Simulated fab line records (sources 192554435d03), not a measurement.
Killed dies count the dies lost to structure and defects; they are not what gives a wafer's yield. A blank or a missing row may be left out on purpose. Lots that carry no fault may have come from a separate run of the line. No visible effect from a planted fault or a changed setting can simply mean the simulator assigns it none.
Matching of chambers -- flow n5_finfet -- N5_DUMMY_GATE_ETCH_44 on rie_si-03 has 4 sister chambers
The step etches poly-Si in HBr/O2, stops on SiO2, target depth 127.5 nm. 4 wafers are shown with their chamber, then 7 later ones without.

== WAFERS PAIRED WITH THEIR CHAMBERS ==
wafer,chamber,throttle_valve_pct (%)
L080.6,1,18.32
L085.3,0,18.57
L086.3,2,18.38
L086.5,3,18.24

== WAFERS MISSING THEIR CHAMBER ==
wafer,throttle_valve_pct (%)
L086.6,18.37
L088.1,18.38
L088.4,18.32
L088.5,18.36
L093.1,18.55
L093.2,18.38
L093.5,18.33

== WHICH CHAMBER EACH ONE RAN IN ==
wafer,from the rows above,in truth
L086.6,2,2
L088.1,2,2
L088.4,1,1
L088.5,can't be placed: 2 or 1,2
L093.1,0,0
L093.2,2,2
L093.5,1,1
Correct placement for 6 of the 7. Cannot be placed on the basis of these rows: 1; the candidates contain the true chamber in 1. Wrongly placed: 0.
How it was worked out, from the rows above alone: a wafer's distance from a chamber is the root of the sum, over the readings, of the square of ((its reading less the chamber's mean) divided by the reading's scatter). If the next closest chamber is less than 2 further off than the closest, the wafer can't be placed; otherwise it belongs to the closest. A chamber's mean is the mean of its shown wafers. The scatter: root of mean squared gap, hidden wafer to nearest shown wafer, with one shown wafer a chamber.
